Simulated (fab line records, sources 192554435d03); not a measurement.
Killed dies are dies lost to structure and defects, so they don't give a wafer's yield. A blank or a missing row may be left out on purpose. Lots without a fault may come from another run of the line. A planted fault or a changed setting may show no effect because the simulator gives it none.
fab line records | flow n5_finfet
record lots=12 wafers=34 last_day=17
route steps=1938 shown BEOL_M11@1589 BEOL_M12@1602
lots that met no fault: from a run of the same line without faults
start_h: hours from the record's first day to the start of the lot's first wafer shown | wait_h: hours since the lot's step before | " the same as in the row above | L1.1+2: a row that stands for several wafers | - no value, or no start given | * or withheld: withheld | < > ~ a bound
route shown NAME@n: a module of which the file shows steps, and the number in the route of the first | usual: mean/standard deviation of fault-free wafers | same: alike in all rows | chamber/n: place in a boat | sites: the reading at each site | _std_site: their standard deviation | _edge_site: outer sites' mean less inner sites' | radius_mm: how far each site lies from the wafer's centre | mask NAME#n: copy n | behind: the tool/chamber that last shaped the wafer | hold: why the lot was held/for how many hours/how that ended | device: the transistor (n, p or np) that didn't switch | end of line: the same wafers' tests at the end of the route | a step without rows: its recipe alone | killed: dies lost to structure and defects at the first sort, not the wafer's yield | map: a wafer's dies, x killed, . not, _ none there
set.NAME: the setting as run; set.NAME@STEP: as run at that earlier step | model.NAME: the simulator's own value behind a step, which no gauge read
steps of the route over a sample of lots; a table a step, a row a wafer
services: from which hour (start_h, from the record's first day; less than 0 if before it) a tool's chamber was out of use, for how many hours, and why
## steps
# step N5_BEOL_M11_PRE_CLEAN_45
# recipe gas=H2/He time_s=30 temp_c=250
# usual heater_power_w=346/51
# columns lot.wafer tool chamber start_h wait_h heater_power_w
L302.2 pvd_sputter-03 - 244.75 0.0 359
L302.4 " - " " 312
L302.5 " - " " 315
L303.1 pvd_sputter-01 - 249.51 0.0 448
L303.3 " - " " 344
L303.5 " - " " 335
L306.1 pvd_sputter-03 - 258.06 0.0 356
L306.2 " - " " 322
L306.6 " - " " 313
L305.2 pvd_sputter-01 - 259.48 0.0 358
L305.3 " - " " 307
L305.4 " - " " 347
L307.3 pvd_sputter-02 - 271.91 0.0 291
L307.4 " - " " 356
L307.6 " - " " 408
L308.1 pvd_sputter-03 - 274.37 0.0 320
L308.2 " - " " 301
L308.6 " - " " 356
L311.1 pvd_sputter-01 - 274.89 0.0 342
L311.2 " - " " 454
L315.1 pvd_sputter-02 - 333.79 0.0 286
L315.3 " - " " 296
L315.5 " - " " 410
L318.1 pvd_sputter-03 - 340.03 0.0 317
L318.4 " - " " 303
L318.6 " - " " 310
L319.1 pvd_sputter-03 - 340.11 0.0 319
L319.4 " - " " 317
L321.1 pvd_sputter-01 - 348.11 0.0 363
L321.4 " - " " 450
L321.5 " - " " 304
L325.1 pvd_sputter-01 - 383.81 0.0 445
L325.2 " - " " 349
L325.5 " - " " 306
# step N5_BEOL_M11_SPUTTER_48
# recipe material=Cu target_thk_a=120 temp_c=-20 bias_v=60 power_w=26000 chamber_pressure_pa=0.13 time_s=2
# usual chuck_sensor_temp_C=-16.1/0.42 substrate_temp_c=-19.99/0.1 throttle_valve_pct=30.1/0.98
# columns lot.wafer tool chamber start_h wait_h chuck_sensor_temp_C substrate_temp_c throttle_valve_pct
L302.2 pvd_sputter-01 - 245.45 0.1 -16.0 -19.85 28.5
L302.4 " - " " -15.8 -19.99 30.2
L302.5 " - " " -15.6 -19.71 30.2
L303.1 pvd_sputter-03 - 250.05 0.1 -16.4 -19.88 30.8
L303.3 " - " " -17.1 -19.93 31.3
L303.5 " - " " -17.2 -19.91 31.5
L306.1 pvd_sputter-01 - 259.26 0.1 -16.0 -20.06 29.5
L306.2 " - " " -15.6 -20.10 30.1
L306.6 " - " " -15.8 -20.06 29.9
L305.2 pvd_sputter-01 - 260.04 0.1 -15.9 -20.25 30.3
L305.3 " - " " -16.1 -19.97 28.5
L305.4 " - " " -15.6 -20.09 30.2
L307.3 pvd_sputter-02 - 272.55 0.2 -16.8 -20.05 29.5
L307.4 " - " " -15.7 -19.99 30.8
L307.6 " - " " -16.8 -19.86 29.6
L308.1 pvd_sputter-03 - 275.13 0.1 -16.3 -19.89 30.8
L308.2 " - " " -16.7 -19.90 30.7
L308.6 " - " " -16.6 -20.00 30.8
L311.1 pvd_sputter-02 - 275.47 0.1 -17.0 -20.10 29.4
L311.2 " - " " -15.8 -20.02 29.6
L315.1 pvd_sputter-01 - 335.94 1.4 -15.8 -19.89 30.3
L315.3 " - " " -15.7 -19.93 30.6
L315.5 " - " " -15.9 -20.12 29.4
L318.1 pvd_sputter-03 - 340.79 0.1 -16.4 -20.10 31.0
L318.4 " - " " -17.2 -19.84 31.2
L318.6 " - " " -15.9 -20.05 32.0
L319.1 pvd_sputter-03 - 340.87 0.2 -17.3 -20.05 31.1
L319.4 " - " " -16.0 -19.92 32.3
L321.1 pvd_sputter-03 - 348.90 0.1 -15.9 -19.96 32.3
L321.4 " - " " -17.0 -19.85 31.3
L321.5 " - " " -15.7 -19.95 32.2
L325.1 pvd_sputter-01 - 385.86 1.2 -16.3 -19.86 28.3
L325.2 " - " " -15.8 -20.11 30.5
L325.5 " - " " -16.0 -19.88 28.1
# step N5_BEOL_M11_DEP_56
# recipe material=SiCN target_thk_a=300 temp_c=withheld precursor=3MS/NH3 pressure_torr=3 rf_w=675 time_s=10.5
# usual showerhead_plenum_p_Torr=4.170/0.02 throttle_valve_pct=17.9/0.97
# columns lot.wafer tool chamber start_h wait_h showerhead_plenum_p_Torr throttle_valve_pct
L302.2 pecvd-04 2 246.35 0.0 4.174 17.8
L302.4 " 0 " " 4.191 18.7
L302.5 " 0 " " 4.201 18.9
L303.1 pecvd-01 2 250.95 0.0 4.160 16.4
L303.3 " 1 " " 4.171 17.6
L303.5 " 1 " " 4.180 17.4
L306.1 pecvd-02 2 260.23 0.0 4.186 16.3
L306.2 " 0 " " 4.198 17.8
L306.6 " 0 " " 4.188 17.9
L305.2 pecvd-01 1 260.92 0.0 4.187 17.4
L305.3 " 0 " " 4.139 18.1
L305.4 " 1 " " 4.175 17.4
L307.3 pecvd-02 2 273.71 0.0 4.177 16.3
L307.4 " 1 " " 4.143 17.9
L307.6 " 2 " " 4.190 16.7
L308.1 pecvd-04 0 276.24 0.0 4.196 18.8
L308.2 " 2 " " 4.162 18.0
L308.6 " 1 " " 4.193 19.8
L311.1 pecvd-02 2 276.52 0.0 4.188 16.4
L311.2 " 1 " " 4.148 17.8
L315.1 pecvd-01 1 336.82 0.0 4.186 17.5
L315.3 " 2 " " 4.147 16.5
L315.5 " 2 " " 4.142 16.2
L318.1 pecvd-02 2 341.69 0.0 4.182 16.8
L318.4 " 1 " " 4.149 17.7
L318.6 " 2 " " 4.175 16.7
L319.1 pecvd-04 2 341.94 0.0 4.149 18.3
L319.4 " 0 " " 4.206 18.8
L321.1 pecvd-04 0 350.05 0.0 4.201 18.9
L321.4 " 2 " " 4.164 18.4
L321.5 " 0 " " 4.196 18.7
L325.1 pecvd-02 0 386.75 0.0 4.183 17.7
L325.2 " 1 " " 4.149 17.8
L325.5 " 1 " " 4.151 17.9
# step N5_BEOL_M12_ILD_DEP_00
# recipe material=SiOC target_thk_a=6589.2 temp_c=350 precursor=DEMS/O2 pressure_torr=5 rf_w=500 time_s=130.7
# usual heater_power_outer_w=283/58 heater_power_w=517/94 showerhead_plenum_p_Torr=5.702/0.013 susceptor_temp_C=350.01/0.19 throttle_valve_pct=11.4/0.59
# columns lot.wafer tool chamber start_h wait_h heater_power_outer_w heater_power_w showerhead_plenum_p_Torr susceptor_temp_C throttle_valve_pct
L302.2 pecvd-02 0 246.74 0.0 250 446 5.717 349.77 11.6
L302.4 " 0 " " 280 469 5.707 350.08 11.6
L302.5 " 2 " " 316 525 5.705 349.81 11.0
L303.1 pecvd-03 2 251.08 0.0 272 494 5.693 350.18 10.3
L303.3 " 0 " " 362 645 5.718 349.72 11.5
L303.5 " 2 " " 196 394 5.707 350.25 10.6
L306.1 pecvd-01 0 260.36 0.0 234 426 5.680 349.98 12.0
L306.2 " 1 " " 272 551 5.697 349.78 11.9
L306.6 " 1 " " 279 579 5.687 350.03 11.4
L305.2 pecvd-02 2 261.05 0.0 309 542 5.709 349.96 10.9
L305.3 " 1 " " 215 432 5.684 349.91 12.0
L305.4 " 2 " " 330 560 5.715 349.87 11.0
L307.3 pecvd-03 2 273.83 0.0 209 412 5.716 350.01 10.5
L307.4 " 1 " " 342 613 5.720 350.32 11.9
L307.6 " 2 " " 234 433 5.705 350.12 9.9
L308.1 pecvd-03 2 276.36 0.0 236 454 5.706 349.81 10.4
L308.2 " 0 " " 363 649 5.711 349.74 11.7
L308.6 " 1 " " 373 678 5.711 350.12 11.9
L311.1 pecvd-03 2 276.65 0.0 272 493 5.679 349.89 10.4
L311.2 " 0 " " 374 691 5.719 350.27 11.6
L315.1 pecvd-03 2 336.95 0.0 185 382 5.710 341.30 10.5
L315.3 " 2 " " 208 410 5.703 341.32 10.3
L315.5 " 2 " " 224 421 5.691 341.27 10.3
L318.1 pecvd-03 0 341.82 0.0 291 554 5.717 341.59 11.5
L318.4 " 2 " " 234 416 5.693 341.37 10.3
L318.6 " 1 " " 325 592 5.696 341.77 12.1
L319.1 pecvd-02 1 342.07 0.0 207 406 5.696 350.22 12.1
L319.4 " 0 " " 276 473 5.712 350.16 11.8
L321.1 pecvd-03 1 350.18 0.0 269 516 5.698 341.33 12.0
L321.4 " 1 " " 296 538 5.698 341.17 12.0
L321.5 " 2 " " 238 455 5.699 341.32 10.8
L325.1 pecvd-02 1 386.89 0.0 228 434 5.687 349.94 11.7
L325.2 " 0 " " 256 455 5.699 350.17 11.8
L325.5 " 0 " " 298 490 5.710 350.14 11.7
## services
# columns tool chamber start_h hours kind
pecvd-03 - 225.44 0.3 repair
pecvd-04 1 225.77 26.1 repair
pecvd-02 - 256.38 0.4 repair
pecvd-01 - 262.33 14.6 pm
pecvd-03 0 284.83 5.5 scheduled_down
pecvd-04 1 296.97 5.5 scheduled_down
pecvd-02 2 316.73 9.6 repair
pecvd-02 0 322.53 2.1 scheduled_down
pecvd-04 2 326.42 2.1 scheduled_down
pecvd-03 1 334.05 5.2 repair
pecvd-02 1 335.68 2.1 scheduled_down
pecvd-02 2 347.48 3.2 repair
pecvd-02 2 350.87 5.5 scheduled_down
pvd_sputter-01 - 354.49 2.5 repair
pecvd-01 0 364.40 2.1 scheduled_down
pecvd-03 - 369.76 1.0 repair
pecvd-03 - 370.96 1.7 repair
pecvd-01 2 375.82 5.5 scheduled_down
pecvd-02 2 381.79 16.6 repair
pecvd-03 1 383.67 - clean
pecvd-03 1 383.67 - consumable_replace:showerhead
pecvd-03 1 383.67 29.0 scheduled_down
pecvd-03 1 383.67 29.0 vent_cycle
## key
first_sign step=N5_BEOL_M12_ILD_DEP_00 reading=susceptor_temp_C direction=down sigmas=46 usual=* struck=*
effect none on later readings
met_at N5_BEOL_M12_ILD_DEP_00
struck_lots L315,L318,L321
not_acting_at N5_BEOL_M11_PRE_CLEAN_45,N5_BEOL_M11_SPUTTER_48,N5_BEOL_M11_DEP_56
onset_between 276.65 336.95
fault kind=process_parameter_drift tool=pecvd-03 chamber=- onset_h=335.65 steps=N5_BEOL_M12_ILD_DEP_00 channel=temp_c offset=* shape=step end_h=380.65 acts_in=* stated=*
